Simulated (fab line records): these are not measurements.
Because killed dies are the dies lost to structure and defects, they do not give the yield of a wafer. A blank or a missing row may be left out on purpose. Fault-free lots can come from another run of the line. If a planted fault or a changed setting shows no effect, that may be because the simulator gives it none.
8D (eight disciplines) problem report, filled in by code / flow n5_finfet / the parts of the form that need people (team, actions taken, sign-off) are left out

1. WHAT IS WRONG
oes_product_au at N5_BEOL_M4_ETCH_64 reads a mean of 0.29 a.u. on 9 wafers of 3 lots; wafers without a fault read 0.60 a.u. with a standard deviation of 0.058. Relative to the usual mean, that is a shift of -5.3 standard deviations.
The step: etches SOC in N2/H2, target depth 75 nm, overetch 22.5 nm, time 121.9 s.
Earliest sighting: wafer L367.3 on rie_diel-01 at day 14 02:19. The record has a number at this step for 42 wafers belonging to 15 lots. By rule, "out" or "out of limits" means more than 4 standard deviations away from the usual mean. The rest of the wafers with a number are treated as sound.

2. WHAT THIS IS AND IS NOT
question=which readings at this step | is=oes_product_au | is not=bias_w, chamber_pressure_mTorr, drypump_motor_current_A, rf_vpp_V, showerhead_plenum_p_Torr, throttle_valve_pct
question=which lots | is=L367, L368, L369 | is not=L351, L354, L355, L356, L357, L358, L361, L362, L363, L364, L366, L371
question=which wafers of those lots | is=all that have a number | is not=-
question=read on which tools | is=rie_diel-01 | is not=rie_diel-04, rie_diel-05
question=when | is=from day 14 02:19 | is not=up to then (30 sound wafers); but 3 sound wafers of L371 came after

3. SUSPECTS, AND WHAT RULES EACH OUT
Counting: any tool at a process step up to the reading is kept as a suspect provided that every lot that is out went through it and no sound lot did after the first of them.
- rie_diel-01 at N5_BEOL_M4_ETCH_74 (etches underlayer in N2/H2, target depth 6.5 nm, time 5.2 s): ruled out as a lasting fault. After its first lot that is out, L367 (day 14 02:16), sound lots L371 ran on it.
- rie_diel-01 at N5_BEOL_M4_ETCH_63 (etches SiARC in CF4, target depth 15.6 nm, time 26 s): ruled out as a lasting fault. After its first lot that is out, L367 (day 14 02:17), sound lots L371 ran on it.
- rie_diel-01 at N5_BEOL_M4_ETCH_64 (etches SOC in N2/H2, target depth 75 nm, overetch 22.5 nm, time 121.9 s): ruled out as a lasting fault. After its first lot that is out, L367 (day 14 02:19), sound lots L371 ran on it.
Left after counting: nothing in the record.

4. THE CAUSE (what the simulator had put in)
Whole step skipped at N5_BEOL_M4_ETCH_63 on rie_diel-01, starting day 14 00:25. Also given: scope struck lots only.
Counting ruled it out, wrongly.

5. THE CHAIN OF EFFECTS, in route order
Each row: a reading whose mean over the struck wafers that have a number lies more than 3 standard deviations from the usual. Only readings whose record carries a usual standard deviation are examined. hours: median over the lots of the time between each lot's start at the first step of this table that gives one and its start at this step. sigmas: the change, counted in usual standard deviations.
hours=0; step=N5_BEOL_M4_ETCH_64; reading=oes_product_au; usual=0.60 a.u.; on struck wafers=0.29; change=-0.31; sigmas=-5.3
hours=0; step=N5_BEOL_M4_HM_OPEN_17; reading=oes_product_au; usual=0.65 a.u.; on struck wafers=0.28; change=-0.37; sigmas=-5.5
Here are the process steps it includes:
- N5_BEOL_M4_ETCH_64: etches SOC in N2/H2, target depth 75 nm, overetch 22.5 nm, time 121.9 s.
- N5_BEOL_M4_HM_OPEN_17: chemistry Cl2/BCl3, target TiN, target depth 20 nm, overetch 6 nm.
Readings that are blank on the struck wafers while sound wafers have them: bias_w at N5_BEOL_M4_ETCH_63; cf4_flow_sccm at N5_BEOL_M4_ETCH_63; drypump_motor_current_A at N5_BEOL_M4_ETCH_63; etch_rf_on_time_s at N5_BEOL_M4_ETCH_63; oes_product_au at N5_BEOL_M4_ETCH_63; rf_vpp_V at N5_BEOL_M4_ETCH_63; showerhead_plenum_p_Torr at N5_BEOL_M4_ETCH_63; throttle_valve_pct at N5_BEOL_M4_ETCH_63; and 1 more.

6. WHAT WOULD HAVE CAUGHT IT SOONER
2 hours passed between the start of the fault at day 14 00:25 and the first reading out of limits in this record, taken at day 14 02:19.
At N5_BEOL_M4_ETCH_63 the tool's readings are blank on the struck wafers, where sound wafers have them: an empty tool record is the first sign, and it was there at once.
